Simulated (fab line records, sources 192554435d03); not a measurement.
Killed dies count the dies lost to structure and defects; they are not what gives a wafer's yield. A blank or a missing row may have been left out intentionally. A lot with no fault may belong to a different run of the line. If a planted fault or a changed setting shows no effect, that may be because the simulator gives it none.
fab line records	flow n5-finfet
[record] lots = 7	wafers = 21
route steps=1938 shown ZERO_LAYER@9 WELL_APT@25 FIN_SAQP@99 DUMMY_GATE@224
start-h: the number of hours between the record's first day and the start of the first shown wafer of the lot	wait-h: hours since the lot's step before	" same as the row above	L1.1+2: one row covering several wafers at once	- value missing, or start not given	* or withheld: withheld	< > ~ a bound
route shown NAME@n: names a module that has steps shown in the file, with the first one's number in the route	usual: mean/standard deviation taken from wafers without a fault	same: alike in all rows	chamber/n: place in a boat	sites: readings site by site	_std_site: the standard deviation of these	_edge_site: outer sites' mean less inner sites'	radius-mm: how far each site lies from the wafer's centre	mask NAME#n: copy n	behind: tool/chamber where the wafer was last shaped	hold: why the lot was held/for how many hours/how that ended	device: whichever transistor did not switch (one of n, p or np)	end of line: tests run on the same wafers once the route is complete	where a step has no rows: the recipe by itself	killed: dies that structure and defects cost at the first sort, which is not the same as the wafer's yield	map: dies across one wafer; x = killed, . = not, _ = none there
set.NAME: setting as actually run; set.NAME@STEP: the setting as run at that earlier step	model.NAME: the simulator's own value behind a step, which no gauge read
lots run with intentionally changed settings; tables by step, rows by wafer
[[steps]]
[step N5_ZERO_LAYER_EXPOSE_08]
[recipe] mask-id = ZERO	na = 0.55	source-shape = conventional	sigma-outer = 0.8	polarization = unpolarized	defocus-nm = 0	target-cd-nm = 2000	dose-mj = 16.2
lot.wafer	tool	chamber	start-h	wait-h	mask	set.dose-mj
L074.3+4+6	krf-scanner-02	0	12.49	-	ZERO#0	16.2
L075.1+3+4	krf-scanner-02	0	18.47	-	ZERO#0	16.2
L079.1+3	krf-scanner-02	0	42.46	-	ZERO#0	16.51
L079.6	"	0	"	"	ZERO#0	16.2
L083.2+6	krf-scanner-01	0	66.60	-	ZERO#0	16.2
L083.4	"	0	"	"	ZERO#0	17.06
L087.1+4+6	krf-scanner-01	0	90.49	-	ZERO#0	16.2
L090.3+4+5	krf-scanner-01	0	108.63	-	ZERO#0	16.2
L091.2+6	krf-scanner-02	0	114.60	-	ZERO#0	16.2
L091.5	"	0	"	"	ZERO#0	14.99
[step N5_ZERO_LAYER_DEVELOP_10]
[recipe] develop-time-s = 60	rinse-liquid = diw	dry = air-spin	dev-temp-c = 21
lot.wafer	tool	chamber	start-h	wait-h	set.develop-time-s
L074.3+4	litho-track-05	0	-	-	48.18
L074.6	"	0	"	"	60
L075.1+3+4	litho-track-05	0	-	-	60
L079.1+3	litho-track-05	0	-	-	69.75
L079.6	"	0	"	"	60
L083.2+4+6	litho-track-05	0	-	-	60
L087.1+6	litho-track-05	0	-	-	60
L087.4	"	0	"	"	50.27
L090.3	litho-track-01	0	-	-	47.84
L090.4+5	"	0	"	"	60
L091.2+5+6	litho-track-05	0	-	-	60
[step N5_ZERO_LAYER_HARDBAKE_23]
[recipe] temp-c = 130	time-s = 120
[step N5_ZERO_LAYER_CD_MEAS_11]
[recipe] target-cd-nm = 2000	landing-energy-ev = 500	detector = se-inlens
[usual] cd-nm = 2000.9/2
lot.wafer	tool	chamber	start-h	wait-h	set.dose-mj@ZERO_LAYER_EXPOSE_08	cd-nm
L074.3	cd-sem-01	0	12.65	-	16.2	1996.3
L074.4	"	0	"	"	16.2	1998.6
L074.6	"	0	"	"	16.2	1997.5
L075.1	cd-sem-01	0	18.64	-	16.2	2003.1
L075.3	"	0	"	"	16.2	2000.2
L075.4	"	0	"	"	16.2	2003.4
L079.1	cd-sem-03	0	42.64	-	16.51	2009.6
L079.3	"	0	"	"	16.51	2006.4
L079.6	"	0	"	"	16.2	2002.1
L083.2	cd-sem-02	0	66.77	-	16.2	2001.0
L083.4	"	0	"	"	17.06	2012.2
L083.6	"	0	"	"	16.2	1998.6
L087.1	cd-sem-01	0	90.66	-	16.2	1998.8
L087.4	"	0	"	"	16.2	1996.0
L087.6	"	0	"	"	16.2	2001.0
L090.3	cd-sem-01	0	108.79	-	16.2	1996.6
L090.4	"	0	"	"	16.2	2001.0
L090.5	"	0	"	"	16.2	2002.3
L091.2	cd-sem-02	0	114.77	-	16.2	1996.6
L091.5	"	0	"	"	14.99	1983.5
L091.6	"	0	"	"	16.2	1999.6
[step N5_ZERO_LAYER_DESCUM_16]
[recipe] chemistry = O2	time-s = 7.9	source-power-w = 50	bias-power-w = 20	pressure-mtorr = 20	rf-frequency-hz = 2.712e+07	temp-c = 40	o2-flow-sccm = 225
lot.wafer	tool	chamber	start-h	wait-h	set.dose-mj@ZERO_LAYER_EXPOSE_08	model.ZERO_LAYER.cd-nm
L074.3	rie-diel-01	3	12.72	0.1	16.2	1996
L074.4	"	2	"	"	16.2	1999
L074.6	"	3	"	"	16.2	-
L075.1+4	rie-diel-01	3,1	18.68	0.0	16.2	2003
L075.3	"	0	"	"	16.2	2001
L079.1	rie-diel-06	0	42.68	0.0	16.51	2010
L079.3	"	3	"	"	16.51	2007
L079.6	"	1	"	"	16.2	2002
L083.2	rie-diel-06	2	66.81	0.0	16.2	2001
L083.4	"	3	"	"	17.06	2012
L083.6	"	0	"	"	16.2	1999
L087.1	rie-diel-06	2	90.70	0.0	16.2	1999
L087.4	"	2	"	"	16.2	1995
L087.6	"	0	"	"	16.2	2001
L090.3	rie-diel-03	2	108.83	0.0	16.2	1997
L090.4	"	3	"	"	16.2	2001
L090.5	"	2	"	"	16.2	2002
L091.2	rie-diel-03	2	114.81	0.0	16.2	-
L091.5	"	0	"	"	14.99	1983
L091.6	"	3	"	"	16.2	2000
[step N5_ZERO_LAYER_ETCH_18]
[recipe] chemistry = HBr/Cl2	target = Si	target-depth-a = 1200	time-s = 40	pressure-mtorr = 10	icp-w = 800	bias-w = 75	HBr_flow_sccm = 150	Cl2_flow_sccm = 80
lot.wafer	tool	chamber	start-h	wait-h	set.icp-w	set.dose-mj@ZERO_LAYER_EXPOSE_08	model.ZERO_LAYER.cd-nm	model.ZERO_LAYER.feature-depth-nm	model.etch.depth-nm
L074.3	rie-si-06	3	12.83	0.0	800	16.2	1996	123.6	123.6
L074.4	"	1	"	"	888.1	16.2	1999	127.3	127.3
L074.6	"	3	"	"	888.1	16.2	1998	129.5	129.5
L075.1	rie-si-03	3	18.79	0.0	800	16.2	2003	121.2	121.2
L075.3	"	2	"	"	800	16.2	2001	119.6	119.6
L075.4	"	0	"	"	800	16.2	2003	117.4	117.4
L079.1	rie-si-06	0	42.79	0.0	734.6	16.51	2010	117	117
L079.3	"	3	"	"	800	16.51	2007	123.1	123.1
L079.6	"	1	"	"	800	16.2	2002	119.5	119.5
L083.2	rie-si-03	3	66.91	0.0	707.3	16.2	2001	117.2	117.2
L083.4	"	2	"	"	800	17.06	2012	120.5	120.5
L083.6	"	1	"	"	800	16.2	1999	123.2	123.2
L087.1	rie-si-04	0	90.81	0.0	800	16.2	1999	121.9	121.9
L087.4	"	2	"	"	800	16.2	1995	119.2	119.2
L087.6	"	3	"	"	692.4	16.2	2001	112.1	112.1
L090.3	rie-si-03	3	108.94	0.0	800	16.2	1997	122.5	122.5
L090.4	"	2	"	"	800	16.2	2001	117.5	117.5
L090.5	"	1	"	"	800	16.2	2002	120.1	120.1
L091.2	rie-si-04	0	114.91	0.0	800	16.2	1997	119.5	119.5
L091.5	"	3	"	"	800	14.99	1983	119.6	119.6
L091.6	"	0	"	"	871.7	16.2	2000	125.7	125.7
[step N5_WELL_APT_PEB_06]
[recipe] peb-temp-c = 130	peb-time-s = 90
lot.wafer	tool	chamber	start-h	wait-h	set.peb-time-s
L074.3	litho-track-02	0	13.61	0.0	80.02
L074.4+6	"	0	"	"	90
L075.1+3+4	litho-track-05	0	19.44	0.1	90
L079.1+6	litho-track-03	0	43.57	0.1	74.6
L079.3	"	0	"	"	90
L083.2+4+6	litho-track-05	0	67.57	0.0	90
L087.1+6	litho-track-05	0	91.59	0.1	105.5
L087.4	"	0	"	"	90
L090.3+4+5	litho-track-05	0	109.89	0.0	90
L091.2+5	litho-track-02	0	115.69	0.0	90
L091.6	"	0	"	"	73.37
[step N5_WELL_APT_DEVELOP_07]
[recipe] develop-time-s = 45	rinse-liquid = surfactant-rinse	dry = air-spin	dev-temp-c = 21
[step N5_WELL_APT_HARDBAKE_12]
[recipe] temp-c = 130	time-s = 120
[step N5_WELL_APT_CD_MEAS_08]
[recipe] target-cd-nm = 200	landing-energy-ev = 500	detector = se-inlens
[usual] cd-nm = 200.3/1.5
lot.wafer	tool	chamber	start-h	wait-h	set.peb-time-s@WELL_APT_PEB_06	cd-nm
L074.3	cd-sem-02	0	13.73	-	80.02	193.8
L074.4	"	0	"	"	90	198.6
L074.6	"	0	"	"	90	199.4
L075.1	cd-sem-02	0	19.56	-	90	201.1
L075.3	"	0	"	"	90	200.1
L075.4	"	0	"	"	90	201.0
L079.1	cd-sem-03	0	43.68	-	74.6	194.9
L079.3	"	0	"	"	90	201.0
L079.6	"	0	"	"	74.6	194.8
L083.2	cd-sem-01	0	67.68	-	90	200.2
L083.4	"	0	"	"	90	200.6
L083.6	"	0	"	"	90	202.0
L087.1	cd-sem-03	0	91.70	-	105.5	206.0
L087.4	"	0	"	"	90	201.2
L087.6	"	0	"	"	105.5	206.3
L090.3	cd-sem-02	0	110.01	-	90	202.4
L090.4	"	0	"	"	90	201.1
L090.5	"	0	"	"	90	200.9
L091.2	cd-sem-01	0	115.81	-	90	199.4
L091.5	"	0	"	"	90	198.1
L091.6	"	0	"	"	73.37	189.5
[step N5_WELL_APT_DESCUM_13]
[recipe] chemistry = O2	time-s = 7.9	source-power-w = 50	bias-power-w = 20	pressure-mtorr = 20	rf-frequency-hz = 2.712e+07	temp-c = 40	o2-flow-sccm = 225
lot.wafer	tool	chamber	start-h	wait-h	set.peb-time-s@WELL_APT_PEB_06	model.WELL_APT.cd-nm
L074.3	rie-diel-02	3	13.81	0.0	80.02	193.8
L074.4	"	0	"	"	90	198.7
L074.6	"	0	"	"	90	199.4
L075.1	rie-diel-04	2	19.65	0.0	90	200.7
L075.3	"	3	"	"	90	200.4
L075.4	"	1	"	"	90	201.1
L079.1	rie-diel-04	0	43.93	0.2	74.6	195
L079.3	"	1	"	"	90	201.4
L079.6	"	0	"	"	74.6	194.7
L083.2	rie-diel-02	3	67.78	0.0	90	200.3
L083.4	"	1	"	"	90	200.7
L083.6	"	3	"	"	90	201.8
L087.1	rie-diel-04	3	91.79	0.0	105.5	206.3
L087.4	"	1	"	"	90	201.4
L087.6	"	1	"	"	105.5	206.4
L090.3	rie-diel-04	2	110.10	0.0	90	202.5
L090.4	"	3	"	"	90	201.1
L090.5	"	1	"	"	90	201.2
L091.2	rie-diel-02	3	115.90	0.0	90	199.5
L091.5	"	0	"	"	90	198.2
L091.6	"	1	"	"	73.37	189.5
[step N5_FIN_SAQP_PECVD_48]
[recipe] material = SiNx	target-thk-a = 250	temp-c = 400	precursor = SiH4/NH3/N2	pressure-torr = 1.5	rf-w = 300	time-s = 22.1
lot.wafer	tool	chamber	start-h	wait-h	set.time-s	model.SiNx_of_FIN_SAQP_PECVD_48.thk-nm
L074.3	pecvd-01	1	21.70	0.0	22.1	25.26
L074.4	"	0	"	"	24.01	27.64
L074.6	"	1	"	"	22.1	25.15
L075.1	pecvd-01	1	28.04	0.0	22.1	24.62
L075.3	"	1	"	"	22.1	24.9
L075.4	"	0	"	"	22.1	25.14
L079.1	pecvd-02	1	50.81	0.0	19.98	22.24
L079.3	"	0	"	"	19.98	21.82
L079.6	"	0	"	"	22.1	24.32
L083.2	pecvd-04	1	76.18	0.0	22.1	24.99
L083.4	"	0	"	"	22.1	24.85
L083.6	"	1	"	"	22.1	25.24
L087.1	pecvd-04	0	100.20	0.0	22.1	24.94
L087.4	"	2	"	"	19.96	22.4
L087.6	"	1	"	"	19.96	22.57
L090.3	pecvd-01	1	116.89	0.0	22.1	25.25
L090.4	"	1	"	"	22.1	25.5
L090.5	"	0	"	"	22.1	25.53
L091.2	pecvd-02	1	123.63	0.0	20.74	23.68
L091.5	"	1	"	"	22.1	25.5
L091.6	"	0	"	"	22.1	24.89
[step N5_FIN_SAQP_COAT_10]
[recipe] resist = CAR-ArF	spin-rpm = 1500	resist-thk-nm = 90
lot.wafer	tool	chamber	start-h	wait-h	set.spin-rpm	model.CAR-ArF_of_FIN_SAQP_COAT_10.thk-nm
L074.3	litho-track-05	0	-	-	1500	90.48
L074.4	"	0	"	"	1500	90.44
L074.6	"	0	"	"	1557	88.36
L075.1	litho-track-05	0	-	-	1500	90.06
L075.3	"	0	"	"	1500	90.23
L075.4	"	0	"	"	1500	90.3
L079.1	litho-track-04	0	-	-	1333	95.75
L079.3	"	0	"	"	1333	95.67
L079.6	"	0	"	"	1333	95.64
L083.2	litho-track-05	0	-	-	1500	90.4
L083.4	"	0	"	"	1572	88.26
L083.6	"	0	"	"	1500	90.55
L087.1	litho-track-03	0	-	-	1500	89.78
L087.4	"	0	"	"	1500	89.66
L087.6	"	0	"	"	1500	89.72
L090.3	litho-track-05	0	-	-	1500	90.44
L090.4	"	0	"	"	1366	94.92
L090.5	"	0	"	"	1500	90.59
L091.2	litho-track-03	0	-	-	1500	90.17
L091.5	"	0	"	"	1500	89.91
L091.6	"	0	"	"	1500	89.58
[step N5_FIN_SAQP_EBR_12]
[recipe] solvent = PGMEA	ebr-width-mm = 1.5
[step N5_FIN_SAQP_SOFTBAKE_11]
[recipe] temp-c = 110	time-s = 60	resist = CAR-ArF
[step N5_FIN_SAQP_HM_OPEN_73]
[recipe] chemistry = CHF3/O2	target = SiO2	stop-on = a-Si	target-depth-a = 120	over-etch-frac = 1.8	mask-material = SOC	time-s = 16.8	pressure-mtorr = 30	source-w = 650	bias-w = 170	Ar_flow_sccm = 200	CHF3_flow_sccm = 50	O2_flow_sccm = 5	ion-energy-ev = 200	ends = end-point
[step N5_FIN_SAQP_STRIP_74]
[recipe] chemistry = CHF3/O2	resist = SiARC	rf-frequency-hz = 6e+07
[step N5_FIN_SAQP_MANDREL_ETCH_22]
[recipe] target-depth-a = 600	chemistry = HBr/Cl2	target = a-Si	stop-on = SiNx	bt-time-s = 10	over-etch-frac = 0.5	time-s = 30	pressure-mtorr = 10	icp-w = 800	bias-w = 75	HBr_flow_sccm = 150	Cl2_flow_sccm = 80	ends = end-point
lot.wafer	tool	chamber	start-h	wait-h	set.time-s@FIN_SAQP_PECVD_48	model.SiNx_of_FIN_SAQP_PECVD_48.thk-nm
L074.3	rie-si-06	0	22.74	0.0	22.1	25.16
L074.4	"	1	"	"	24.01	27.57
L074.6	"	3	"	"	22.1	25.06
L075.1	rie-si-03	2	29.70	0.0	22.1	24.62
L075.3	"	1	"	"	22.1	24.9
L075.4	"	0	"	"	22.1	25.14
L079.1	rie-si-06	2	51.80	0.0	19.98	22.19
L079.3	"	1	"	"	19.98	21.75
L079.6	"	3	"	"	22.1	24.23
L083.2	rie-si-03	0	77.34	0.0	22.1	24.99
L083.4	"	2	"	"	22.1	24.85
L083.6	"	3	"	"	22.1	25.14
L087.1	rie-si-06	0	101.06	0.0	22.1	24.85
L087.4	"	2	"	"	19.96	22.35
L087.6	"	2	"	"	19.96	22.53
L090.3	rie-si-04	3	117.85	0.0	22.1	25.04
L090.4	"	2	"	"	22.1	25.5
L090.5	"	1	"	"	22.1	25.48
L091.2	rie-si-06	3	124.90	0.0	20.74	23.59
L091.5	"	0	"	"	22.1	25.41
L091.6	"	1	"	"	22.1	24.82
[step N5_FIN_SAQP_STRIP_55]
[recipe] chemistry = N2/H2	power-w = 500	temp-c = 40	pressure-mtorr = 50	rf-frequency-hz = 6e+07	overash-fraction = 0.3	bias-power-w = 28	h2-frac = 0.5	n2-flow-sccm = 300	h2-flow-sccm = 300
[step N5_FIN_SAQP_STRIP_23]
[recipe] chemistry = SPM	time-s = 750	temp-c = 130	h2so4-h2o2-vol-ratio = 4
[step N5_FIN_SAQP_MANDREL1_REMOVE_56]
[recipe] chemistry = HBr/Cl2/O2	bt-time-s = 10	target = a-Si	stop-on = SiNx	endpoint = OES-SiCl	over-etch-frac = 1	icp-w = 600	bias-w = 22	HBr_flow_sccm = 150	Cl2_flow_sccm = 80	O2_flow_sccm = 5	pressure-mtorr = 10
[step N5_FIN_SAQP_ETCH_57]
[recipe] chemistry = CH3F/O2	target = SiNx	mask-material = SiO2	target-depth-a = 325	time-s = 46.4	pressure-mtorr = 30	source-w = 395	bias-w = 73	Ar_flow_sccm = 150	CH3F_flow_sccm = 30	O2_flow_sccm = 20	ion-energy-ev = 120	ends = cleared
[usual] etch-rf-on-time-s = 46.4/0.93
lot.wafer	tool	chamber	start-h	wait-h	set.time-s@FIN_SAQP_PECVD_48	etch-rf-on-time-s	model.etch.depth-nm
L074.3	rie-diel-04	1	24.60	0.0	22.1	46.2	25.16
L074.4	"	3	"	"	24.01	50.8	27.57
L074.6	"	2	"	"	22.1	45.1	25.06
L075.1	rie-diel-05	0	32.28	0.0	22.1	46.2	24.62
L075.3	"	2	"	"	22.1	46.9	24.9
L075.4	"	3	"	"	22.1	47.6	25.14
L079.1	rie-diel-04	3	53.58	0.0	19.98	41.5	22.19
L079.3	"	0	"	"	19.98	40.2	21.75
L079.6	"	0	"	"	22.1	45.0	24.23
L083.2	rie-diel-02	0	79.33	0.0	22.1	47.0	24.99
L083.4	"	3	"	"	22.1	46.9	24.85
L083.6	"	3	"	"	22.1	47.7	25.14
L087.1	rie-diel-04	3	102.87	0.0	22.1	45.6	24.85
L087.4	"	1	"	"	19.96	42.2	22.35
L087.6	"	3	"	"	19.96	40.9	22.53
L090.3	rie-diel-04	3	119.70	0.1	22.1	45.5	25.04
L090.4	"	1	"	"	22.1	47.5	25.5
L090.5	"	1	"	"	22.1	47.6	25.48
L091.2	rie-diel-04	2	126.79	0.0	20.74	43.2	23.59
L091.5	"	3	"	"	22.1	46.6	25.41
L091.6	"	2	"	"	22.1	45.5	24.82
[step N5_DUMMY_GATE_COAT_28]
[recipe] resist = underlayer	temp-c = 205	time-s = 60	spin-rpm = 1500	resist-thk-nm = 10
lot.wafer	tool	chamber	start-h	wait-h	set.spin-rpm	model.underlayer_of_DUMMY_GATE_COAT_28.thk-nm
L074.3+6	litho-track-05	0	-	-	1662	9.4
L074.4	"	0	"	"	1500	10
L075.1+3+4	litho-track-04	0	-	-	1500	10
L079.1+6	litho-track-01	0	-	-	1500	10
L079.3	"	0	"	"	1362	10.6
L083.2+4	litho-track-05	0	-	-	1612	9.6
L083.6	"	0	"	"	1500	10
L087.1	litho-track-01	0	-	-	1500	10
L087.4	"	0	"	"	1662	9.4
L087.6	"	0	"	"	1662	9.6
L090.3+5	litho-track-04	0	-	-	1500	10
L090.4	"	0	"	"	1652	9.6
L091.2+5+6	litho-track-01	0	-	-	1500	10
[step N5_DUMMY_GATE_COAT_09]
[recipe] resist = CAR-EUV	spin-rpm = 1500	resist-thk-nm = 30
lot.wafer	tool	chamber	start-h	wait-h	set.spin-rpm	model.CAR-EUV_of_DUMMY_GATE_COAT_09.thk-nm
L074.3	litho-track-05	0	-	-	1659	28.6
L074.4	"	0	"	"	1500	30.2
L074.6	"	0	"	"	1500	30
L075.1+3+4	litho-track-04	0	-	-	1500	30
L079.1+3	litho-track-01	0	-	-	1500	30
L079.6	"	0	"	"	1500	30.2
L083.2	litho-track-05	0	-	-	1500	30.2
L083.4	"	0	"	"	1500	30
L083.6	"	0	"	"	1663	28.6
L087.1	litho-track-01	0	-	-	1412	31
L087.4	"	0	"	"	1500	30
L087.6	"	0	"	"	1412	30.8
L090.3+5	litho-track-04	0	-	-	1500	30
L090.4	"	0	"	"	1500	30.2
L091.2+6	litho-track-01	0	-	-	1500	30
L091.5	"	0	"	"	1409	31
[step N5_DUMMY_GATE_EBR_11]
[recipe] solvent = PGMEA	ebr-width-mm = 1.5
[step N5_DUMMY_GATE_SOFTBAKE_10]
[recipe] temp-c = 110	time-s = 60	resist = CAR-EUV
[step N5_DUMMY_GATE_DESCUM_20]
[recipe] chemistry = O2	time-s = 6.2	source-power-w = 50	bias-power-w = 20	pressure-mtorr = 20	rf-frequency-hz = 2.712e+07	temp-c = 40	resist = CAR-EUV	o2-flow-sccm = 225
lot.wafer	tool	chamber	start-h	wait-h	set.spin-rpm@DUMMY_GATE_COAT_09	model.CAR-EUV_of_DUMMY_GATE_COAT_09.thk-nm
L074.3	rie-diel-01	3	48.08	0.2	1659	25
L074.4+6	"	0,2	"	"	1500	26.6
L075.1+3	rie-diel-06	0,2	57.77	0.0	1500	26.4
L075.4	"	1	"	"	1500	26.6
L079.1	rie-diel-06	2	77.18	0.2	1500	26.4
L079.3+6	"	0,2	"	"	1500	26.6
L083.2	rie-diel-01	1	103.52	0.7	1500	26.6
L083.4	"	2	"	"	1500	26.4
L083.6	"	3	"	"	1663	25
L087.1+6	rie-diel-06	3,1	131.76	0.0	1412	27.4
L087.4	"	1	"	"	1500	26.6
L090.3	rie-diel-06	2	141.42	0.0	1500	26.4
L090.4+5	"	0,1	"	"	1500	26.6
L091.2+6	rie-diel-06	3,0	148.78	0.2	1500	26.4
L091.5	"	1	"	"	1409	27.4
[step N5_DUMMY_GATE_ETCH_29]
[recipe] chemistry = N2/H2	target = underlayer	target-depth-a = 130	ion-energy-ev = 200	pressure-mtorr = 30	source-w = 840	bias-w = 150	n2-flow-sccm = 200	h2-flow-sccm = 200
lot.wafer	tool	chamber	start-h	wait-h	set.spin-rpm@DUMMY_GATE_COAT_09	model.CAR-EUV_of_DUMMY_GATE_COAT_09.thk-nm
L074.3	rie-diel-01	3	48.15	0.0	1659	17.2
L074.4	"	0	"	"	1500	19
L074.6	"	2	"	"	1500	18.8
L075.1	rie-diel-06	0	57.83	0.0	1500	19
L075.3	"	2	"	"	1500	18.6
L075.4	"	1	"	"	1500	19.2
L079.1+6	rie-diel-06	2	77.25	0.0	1500	18.6
L079.3	"	0	"	"	1500	19
L083.2+4	rie-diel-01	1,2	103.59	0.0	1500	18.8
L083.6	"	3	"	"	1663	17
L087.1+6	rie-diel-06	3,1	131.83	0.0	1412	20
L087.4	"	1	"	"	1500	19.2
L090.3	rie-diel-06	2	141.48	0.0	1500	18.6
L090.4+5	"	0,1	"	"	1500	19
L091.2+6	rie-diel-06	3,0	148.85	0.0	1500	19
L091.5	"	1	"	"	1409	20
[step N5_DUMMY_GATE_ETCH_36]
[recipe] chemistry = CF4	target = SiARC	target-depth-a = 130	pressure-mtorr = 40	source-w = 545	bias-w = 36	Ar_flow_sccm = 100	cf4-flow-sccm = 100	ion-energy-ev = 80
lot.wafer	tool	chamber	start-h	wait-h	set.spin-rpm@DUMMY_GATE_COAT_09	model.CAR-EUV_of_DUMMY_GATE_COAT_09.thk-nm
L074.3	rie-diel-01	3	48.19	0.0	1659	9.4
L074.4	"	0	"	"	1500	11.4
L074.6	"	2	"	"	1500	11.2
L075.1	rie-diel-06	0	57.87	0.0	1500	11.4
L075.3	"	2	"	"	1500	10.6
L075.4	"	1	"	"	1500	11.8
L079.1+6	rie-diel-06	2	77.29	0.0	1500	10.8
L079.3	"	0	"	"	1500	11.4
L083.2	rie-diel-01	1	103.63	0.0	1500	11.2
L083.4	"	2	"	"	1500	11
L083.6	"	3	"	"	1663	9
L087.1	rie-diel-06	3	131.87	0.0	1412	12.4
L087.4	"	1	"	"	1500	11.8
L087.6	"	1	"	"	1412	12.6
L090.3	rie-diel-06	2	141.52	0.0	1500	10.6
L090.4	"	0	"	"	1500	11.4
L090.5	"	1	"	"	1500	11.6
L091.2+6	rie-diel-06	3,0	148.89	0.0	1500	11.4
L091.5	"	1	"	"	1409	12.4
[[key]]
[split] step = N5_ZERO_LAYER_EXPOSE_08	setting = dose-mj	stated = 16.2	by = wafer
[response] step = N5_ZERO_LAYER_CD_MEAS_11	reading = cd-nm	change = +2.12	per = 1%	r = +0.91
[response] step = N5_ZERO_LAYER_DESCUM_16	reading = model.ZERO_LAYER.cd-nm	change = +2.31	per = 1%	r = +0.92
[response] step = N5_ZERO_LAYER_ETCH_18	reading = model.ZERO_LAYER.cd-nm	change = +2.17	per = 1%	r = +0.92
[split] step = N5_ZERO_LAYER_DEVELOP_10	setting = develop-time-s	stated = 60	by = wafer
response none clear
[split] step = N5_ZERO_LAYER_ETCH_18	setting = icp-w	stated = 800	by = wafer
[response] step = N5_ZERO_LAYER_ETCH_18	reading = model.ZERO_LAYER.feature-depth-nm	change = +0.531	per = 1%	r = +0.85
[response] step = N5_ZERO_LAYER_ETCH_18	reading = model.etch.depth-nm	change = +0.531	per = 1%	r = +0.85
[split] step = N5_WELL_APT_PEB_06	setting = peb-time-s	stated = 90	by = wafer
[response] step = N5_WELL_APT_CD_MEAS_08	reading = cd-nm	change = +0.397	per = 1%	r = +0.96
[response] step = N5_WELL_APT_DESCUM_13	reading = model.WELL_APT.cd-nm	change = +0.406	per = 1%	r = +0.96
[split] step = N5_FIN_SAQP_PECVD_48	setting = time-s	stated = 22.1	by = wafer
[response] step = N5_FIN_SAQP_PECVD_48	reading = model.SiNx_of_FIN_SAQP_PECVD_48.thk-nm	change = +0.255	per = 1%	r = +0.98
[response] step = N5_FIN_SAQP_MANDREL_ETCH_22	reading = model.SiNx_of_FIN_SAQP_PECVD_48.thk-nm	change = +0.253	per = 1%	r = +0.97
[response] step = N5_FIN_SAQP_ETCH_57	reading = etch-rf-on-time-s	change = *	per = 1%	r = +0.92
[response] step = N5_FIN_SAQP_ETCH_57	reading = model.etch.depth-nm	change = +0.253	per = 1%	r = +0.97
[split] step = N5_FIN_SAQP_COAT_10	setting = spin-rpm	stated = 1500	by = wafer
[response] step = N5_FIN_SAQP_COAT_10	reading = model.CAR-ArF_of_FIN_SAQP_COAT_10.thk-nm	change = -0.494	per = 1%	r = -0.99
[split] step = N5_DUMMY_GATE_COAT_28	setting = spin-rpm	stated = 1500	by = wafer
[response] step = N5_DUMMY_GATE_COAT_28	reading = model.underlayer_of_DUMMY_GATE_COAT_28.thk-nm	change = -0.0513	per = 1%	r = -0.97
[split] step = N5_DUMMY_GATE_COAT_09	setting = spin-rpm	stated = 1500	by = wafer
[response] step = N5_DUMMY_GATE_COAT_09	reading = model.CAR-EUV_of_DUMMY_GATE_COAT_09.thk-nm	change = -0.144	per = 1%	r = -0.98
[response] step = N5_DUMMY_GATE_DESCUM_20	reading = model.CAR-EUV_of_DUMMY_GATE_COAT_09.thk-nm	change = -0.146	per = 1%	r = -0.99
[response] step = N5_DUMMY_GATE_ETCH_29	reading = model.CAR-EUV_of_DUMMY_GATE_COAT_09.thk-nm	change = -0.16	per = 1%	r = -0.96
[response] step = N5_DUMMY_GATE_ETCH_36	reading = model.CAR-EUV_of_DUMMY_GATE_COAT_09.thk-nm	change = -0.176	per = 1%	r = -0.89
